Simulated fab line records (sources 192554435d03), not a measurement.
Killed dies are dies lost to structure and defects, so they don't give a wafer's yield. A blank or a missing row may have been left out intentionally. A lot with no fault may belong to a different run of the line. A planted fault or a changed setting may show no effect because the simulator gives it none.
A lot that was struck, set against a sound lot -- flow n5_finfet -- 42 out of 1938 route steps
Sound: these wafers, L114.1, L114.3, L114.6. Wafers struck: L106.1, L106.3, L106.6. Last of all comes the cause.
At each step with rows: each side's tool, then ch and its chambers, then its first start. Under that, the readings that differ: sound wafers -- struck wafers -- difference of the means -- sigmas: that difference in standard deviations of wafers without a fault.
alike: readings with means less than 2 such deviations apart, plus words and numbers identical on both sides. not compared: withheld readings, readings lacking a value on some wafer, bounds such as >300 that could conceal the same value, and numbers that have no deviation in the record and whose values overlap.
A row with sigmas, a row that says differs or no value, or rows on one side alone: a step with any of these is where the two part. When numbers do not overlap yet have no deviation, they are printed without sigmas and do not part them. A reading missing from all wafers of one side parts the sides only when that side holds two or more wafers.

N5_BEOL_M4_SPUTTER_96: material Cu, target thk 4.5 nm, time 8.29 s.
  sound on pvd_sputter-01 at day 12 01:40; struck on pvd_sputter-01 at day 10 07:04
  alike: chuck_sensor_temp_C, throttle_valve_pct
then, 1 step without rows for these wafers: N5_BEOL_M4_ECD_50 (material Cu, target thk 300 nm).
N5_BEOL_M4_ANNEAL_51: time 90 s.
  sound on rtp_anneal-02 ch 0, day 12 01:52; struck on rtp_anneal-02 ch 0, day 10 07:16
  alike: wafer_temp_C_max
then, 1 step without rows for these wafers: N5_BEOL_M4_CMP_52 (polishes, stops on SiOC, t overpolish 6.8 s, target thk 40 nm).
N5_BEOL_M4_THK_MEAS_53: measures by xrf.
  sound on film_metro-02 at day 12 02:28; struck on film_metro-02 at day 10 07:51
  alike: M4_THK
then, 4 steps without rows for these wafers: N5_BEOL_M4_PRE_CLEAN_60 (time 15 s); N5_BEOL_M4_CO_CAP_55 (material Co, precursor CCTBA/H2, target thk 2 nm, time 102.1 s); N5_BEOL_M4_PRE_CLEAN_56 (time 15 s); N5_BEOL_M4_DEP_57 (deposits SiCN from 3MS/NH3, target thk 8 nm, time 14 s).
N5_BEOL_M4_RS_MEAS_58: the measuring method here is four-point-probe.
  sound on film_metro-02 at day 12 02:43; struck on film_metro-01 at day 10 08:10
  alike: M4_RS
N5_BEOL_M4_INSPECT_59: inspects for defects (darkfield).
  sound on defect_inspect-02 at day 12 02:45; struck on defect_inspect-02 at day 10 08:11
  alike: raw_defect_count
N5_BEOL_M4_RC_MEAS_101:
  sound on prober-01 ch 0, day 12 02:46; struck on prober-01 ch 0, day 10 08:13
  alike: DIBL_N, DIBL_P, IOFF_N, IOFF_P, ION_N, ION_P, SS_N, SS_P, VT_N, VT_P
N5_BEOL_M5_ILD_DEP_00: deposits SiCOH lowk from DEMS/porogen, target thk 140.64 nm, time 25.9 s.
  sound on pecvd-01 ch 1, day 12 03:44; struck on pecvd-02 ch 1,2, day 10 09:10
  no value came back on the struck wafers for any of 5 readings (chamber_pressure_Torr (Torr), heater_power_outer_w (W) and others); on the sound wafers chamber_pressure_Torr (Torr) reads 4.997 4.988 5.023
N5_BEOL_M5_CURE_79: cures SiCOH lowk, time 240 s.
  sound on uv_cure-03 ch 2, day 12 03:49; struck on uv_cure-03 ch 0, day 10 09:14
  alike: lamp_power_pct, wafer_temp_C_max
N5_BEOL_M5_PECVD_70: deposits SiO2 from TEOS/O2, target thk 16 nm, time 18 s.
  sound on pecvd-03 ch 0,2, day 12 04:22; struck on pecvd-03 ch 0,1,2, day 10 09:47
  alike: heater_power_w, showerhead_plenum_p_Torr, throttle_valve_pct
then, 10 steps without rows for these wafers: N5_BEOL_M5_HM_DEP_02 (deposits TiN, target thk 20 nm); N5_BEOL_M5_COAT_59 (time 60 s, resist thk 60 nm); N5_BEOL_M5_COAT_60 (time 60 s, resist thk 12 nm); N5_BEOL_M5_COAT_71 (time 60 s, resist thk 5 nm); N5_BEOL_M5_COAT_05 (resist thk 30 nm); N5_BEOL_M5_EBR_07; N5_BEOL_M5_SOFTBAKE_06 (time 60 s); N5_BEOL_M5_EXPOSE_08 (exposes mask M5, target cd 28 nm); N5_BEOL_M5_PEB_09 (peb time 60 s); N5_BEOL_M5_DEVELOP_10 (develop time 30 s).
N5_BEOL_M5_CD_MEAS_11: target cd 27.74 nm.
  sound on cd_sem-02 ch 0, day 12 06:04; struck on cd_sem-01 ch 0, day 10 11:40
  alike: cd_nm
N5_BEOL_M5_OVL_MEAS_12:
  sound on overlay-01 ch 0, day 12 06:06; struck on overlay-02 ch 0, day 10 11:41
  alike: M5_OVL
N5_BEOL_M5_INSPECT_13: inspects for defects (brightfield).
  sound on defect_inspect-01 at day 12 06:10; struck on defect_inspect-02 at day 10 11:45
  alike: raw_defect_count
then, 3 steps without rows for these wafers: N5_BEOL_M5_DESCUM_16 (chemistry O2, time 7 s); N5_BEOL_M5_ETCH_72 (etches underlayer in N2/H2, target depth 6.5 nm, time 5.2 s); N5_BEOL_M5_ETCH_61 (etches SiARC in CF4, target depth 15.6 nm, time 26 s).
N5_BEOL_M5_ETCH_62: etches SOC in N2/H2, target depth 75 nm, overetch 15 nm, time 112.5 s.
  sound on rie_diel-02 ch 0,2, day 12 06:17; struck on rie_diel-06 ch 0,1,3, day 10 11:55
  alike: drypump_motor_current_A, oes_product_au, rf_vpp_V, showerhead_plenum_p_Torr, temp_c, throttle_valve_pct
  not compared: rf_hours_counter_h
then, 5 steps without rows for these wafers: N5_BEOL_M5_STRIP_63 (strips in N2/H2); N5_BEOL_M5_STRIP_73 (strips in N2/H2); N5_BEOL_M5_STRIP_64 (strips in CF4); N5_BEOL_M5_HM_OPEN_17 (chemistry Cl2/BCl3, target TiN, target depth 20 nm, overetch 6 nm); N5_BEOL_M5_STRIP_19 (strips in O2).
N5_BEOL_M5_CD_MEAS_18: pitch 56 nm, target cd 28 nm.
  sound on cd_sem-02 at day 12 06:38; struck on cd_sem-03 at day 10 12:16
  alike: cd_nm
then, 3 steps without rows for these wafers: N5_BEOL_M5_COAT_65 (time 60 s, resist thk 60 nm); N5_BEOL_M5_COAT_66 (time 60 s, resist thk 12 nm); N5_BEOL_M5_COAT_74 (time 60 s, resist thk 5 nm).
N5_BEOL_M5_OCD_MEAS_38:
  sound on ocd-02 at day 12 10:03; struck on ocd-02 at day 10 13:12
reading,sound,struck,difference,sigmas
trench_depth_nm (nm),70.5 71.8 71.0,- - -,no value on the struck wafers,

## WHERE THEY PART
First at N5_BEOL_M5_ILD_DEP_00; last, within this record, at N5_BEOL_M5_OCD_MEAS_38.

WHY: what the simulator had put in
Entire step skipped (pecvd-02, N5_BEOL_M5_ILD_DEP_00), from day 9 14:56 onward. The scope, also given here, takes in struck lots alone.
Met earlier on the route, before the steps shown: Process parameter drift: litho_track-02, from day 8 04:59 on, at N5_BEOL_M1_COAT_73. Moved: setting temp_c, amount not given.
